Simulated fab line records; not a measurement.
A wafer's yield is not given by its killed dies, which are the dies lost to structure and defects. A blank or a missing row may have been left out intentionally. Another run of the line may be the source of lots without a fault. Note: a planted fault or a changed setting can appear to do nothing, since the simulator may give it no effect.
Problem report, 8D (eight disciplines) form, completed by code || flow n5_finfet || the parts of the form that need people (team, actions taken, sign-off) are left out
Where a reading is given only as a bound, like >300, the bound stands for it, and a mean or a difference that rests on one is marked > or <: the true number lies beyond.

== 1. WHAT WENT WRONG ==
raw_defect_count at N5_PASSIVATION_INSPECT_61 reads a mean of >300 on 9 wafers of 3 lots; wafers without a fault read 2.1 with a standard deviation of 1.6. That is +99 or more standard deviations from the usual mean.
The step: inspects for defects (macro).
The first sign was on wafer L822.1 at day 13 21:27, on defect_inspect-02. The record holds 36 wafers of 12 lots with a number at this step. By rule, "out" or "out of limits" means more than 4 standard deviations away from the usual mean. Any other wafer with a number is counted as sound.

== 2. WHAT IT IS, WHAT IT ISN'T ==
{"question": "which readings at this step", "is": "raw_defect_count", "is not": "-"}
{"question": "which lots", "is": "L822, L825, L826", "is not": "L818, L819, L821, L834, L835, L837, L839, L840, L841"}
{"question": "which wafers of those lots", "is": "all that have a number", "is not": "-"}
{"question": "read on which gauges", "is": "defect_inspect-01, defect_inspect-02", "is not": "-"}
{"question": "when", "is": "from day 13 21:27", "is not": "up to then (9 sound wafers); but 18 sound wafers of L834, L835, L837, L839, L840, L841 came after"}

== 3. SUSPECTS, AND WHAT RULES EACH OUT ==
Counting: any tool at a process step up to the reading is kept as a suspect provided that every lot that is out went through it and no sound lot did after the first of them.
- ruled out: the gauge at N5_PASSIVATION_INSPECT_61. 2 gauges (defect_inspect-01, defect_inspect-02) read the wafers that are out.
- wet_bench-03 at N5_MIM_BOT_ETCH_CLEAN_05 (cleans in IPA, time 180 s): kept. All lots that are out passed through it, beginning with L822 at day 13 20:43, and no sound lot followed; its final sound lot before that point was L818 at day 11 15:59.
Left after counting: wet_bench-03 at N5_MIM_BOT_ETCH_CLEAN_05.

== 4. THE CAUSE (what the simulator had put in) ==
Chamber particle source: wet_bench-03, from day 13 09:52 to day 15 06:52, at N5_MIM_BOT_ETCH_CLEAN_05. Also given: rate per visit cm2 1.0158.
Only this tool survived the counting.

== 5. SEQUENCE OF EFFECTS, ordered by route ==
Rows list readings where the struck wafers' mean (over those with a number) sits beyond 3 standard deviations from the usual. Scope: only readings with a usual standard deviation given in the record; hours: median across lots of the time from each lot's start at the first step in this table that gives one to its start at this step; sigmas: change in usual standard deviations.
{"hours": 0, "step": "N5_PASSIVATION_INSPECT_61", "reading": "raw_defect_count", "usual": 2.1, "on struck wafers": ">300", "change": ">+298", "sigmas": "+99 or more"}
{"hours": 7, "step": "N5_PASSIVATION_PROBE_49", "reading": "defect_limited_yield", "usual": "90.9 %", "on struck wafers": 83.4, "change": -7.5, "sigmas": -5.8}
{"hours": 7, "step": "N5_PASSIVATION_PROBE_49", "reading": "killed_at_other", "usual": 4, "on struck wafers": 100, "change": "+96", "sigmas": "+31"}
{"hours": 7, "step": "N5_PASSIVATION_PROBE_49", "reading": "killed_dies", "usual": 108, "on struck wafers": 196, "change": "+88", "sigmas": "+5.5"}
{"hours": 7, "step": "N5_PASSIVATION_PROBE_49", "reading": "sort_bin_5_function", "usual": "5.4 %", "on struck wafers": 10.3, "change": "+4.9", "sigmas": "+5.4"}
{"hours": 7, "step": "N5_PASSIVATION_PROBE_49", "reading": "sort_n_pass", "usual": 1072, "on struck wafers": 984, "change": -88, "sigmas": -5.5}
{"hours": 7, "step": "N5_PASSIVATION_PROBE_49", "reading": "sort_yield_pct", "usual": "90.9 %", "on struck wafers": 83.4, "change": -7.5, "sigmas": -5.8}
The process steps in it:
- N5_PASSIVATION_PROBE_49

== 6. HOW IT WOULD HAVE BEEN CAUGHT EARLIER ==
The first out-of-limits reading at a measuring or inspecting step in this record came at day 13 21:27, 12 hours after the fault's start at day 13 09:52.
Of the lots that are out (3), L825, L826 began N5_MIM_BOT_ETCH_CLEAN_05 on wet_bench-03 after day 13 21:27. A hold on the tool at that time would have spared those 2.
